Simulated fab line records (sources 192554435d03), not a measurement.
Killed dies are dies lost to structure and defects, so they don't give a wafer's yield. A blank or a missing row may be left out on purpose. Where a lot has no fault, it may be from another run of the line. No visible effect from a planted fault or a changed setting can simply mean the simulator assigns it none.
Which tool did it? ; flow n5 finfet ; Sampling: 11 lots, 27 wafers, 3 of 1938 route steps

== WHAT THE GAUGES READ, wafer by wafer ==
N5_BEOL_M9_OVL_MEAS_29.
lot;measured;on;V8_OVL (nm)
L530;day 14 02:02;overlay-02;0.4 0.5 0.1
L529;day 14 09:01;overlay-01;-0.4 0.2 -0.7
L535;day 15 03:03;overlay-02;0.1 0.0 -0.4
L534;day 15 12:31;overlay-01;-0.7 -0.5
L537;day 15 13:46;overlay-01;0.9 -0.2 0.5
L539;day 15 22:05;overlay-02;-0.8 -0.9
L545;day 17 03:36;overlay-02;-1.0 -1.3
L542;day 17 12:59;overlay-02;-0.1 0.2
L544;day 17 16:46;overlay-02;-0.6 0.1
L549;day 18 23:26;overlay-02;5.7 5.1
L550;day 19 01:43;overlay-02;0.5 0.0 -0.1

== TOOL THAT RAN EACH LOT (tool first, then ch and the chambers of the sampled wafers, then the start) ==
lot;N5_BEOL_M9_HM_OPEN_17;N5_BEOL_M9_EXPOSE_25
L530;rie metal-01 ch 0,1, day 14 01:03;euv scanner-02 ch 0, day 14 01:52
L529;rie metal-01 ch 0,1, day 14 07:28;euv scanner-02 ch 0, day 14 08:52
L535;rie metal-01 ch 0,1, day 15 02:16;euv scanner-01 ch 0, day 15 02:53
L534;rie metal-01 ch 0,1, day 15 11:45;euv scanner-02 ch 0, day 15 12:22
L537;rie metal-03 ch 0,1, day 15 12:10;euv scanner-01 ch 0, day 15 13:36
L539;rie metal-02 ch 0, day 15 19:00;euv scanner-01 ch 0, day 15 21:55
L545;rie metal-01 ch 0,1, day 17 02:49;euv scanner-01 ch 0, day 17 03:27
L542;rie metal-02 ch 0,1, day 17 12:26;euv scanner-01 ch 0, day 17 12:50
L544;rie metal-03 ch 1, day 17 15:55;euv scanner-01 ch 0, day 17 16:37
L549;rie metal-01 ch 0, day 18 22:50;euv scanner-01 ch 0, day 18 23:16
L550;rie metal-03 ch 0,1, day 19 01:05;euv scanner-02 ch 0, day 19 01:33
- N5_BEOL_M9_HM_OPEN_17: chemistry Cl2/BCl3, target TiN, target depth 20 nm, overetch 6 nm.
- N5_BEOL_M9_EXPOSE_25: exposes mask V8.

== THE ANSWER, worked out from the rows above alone ==
Rule: the usual values come from the lots themselves. Put in order of their means at a reading, lots are off if they are a third of the lots or fewer, leave a main group of 4 or more, and stand apart from it by a gap of 3 or more times the standard deviation of the main group's means; of several such gaps the widest counts. The tables above print the reading to a certain number of digits; a main group whose means all agree to those digits is not used. Also off: a lot with no number at a reading for which 4 or more lots have one. The other lots that the step has rows for count as sound.
Off: at N5_BEOL_M9_OVL_MEAS_29 (V8_OVL), L549. The main group: mean -0.2 nm, standard deviation 0.48.
A tool fits if, at a process step before that reading, it ran every lot that is off, and no sound lot after the first of them. Gauges at N5_BEOL_M9_OVL_MEAS_29: tried the same way as those tools. Undecided on this evidence; 2 tools fit (rie metal-01 at N5_BEOL_M9_HM_OPEN_17, euv scanner-01 at N5_BEOL_M9_EXPOSE_25).

== WHAT THE SIMULATOR PUT IN ==
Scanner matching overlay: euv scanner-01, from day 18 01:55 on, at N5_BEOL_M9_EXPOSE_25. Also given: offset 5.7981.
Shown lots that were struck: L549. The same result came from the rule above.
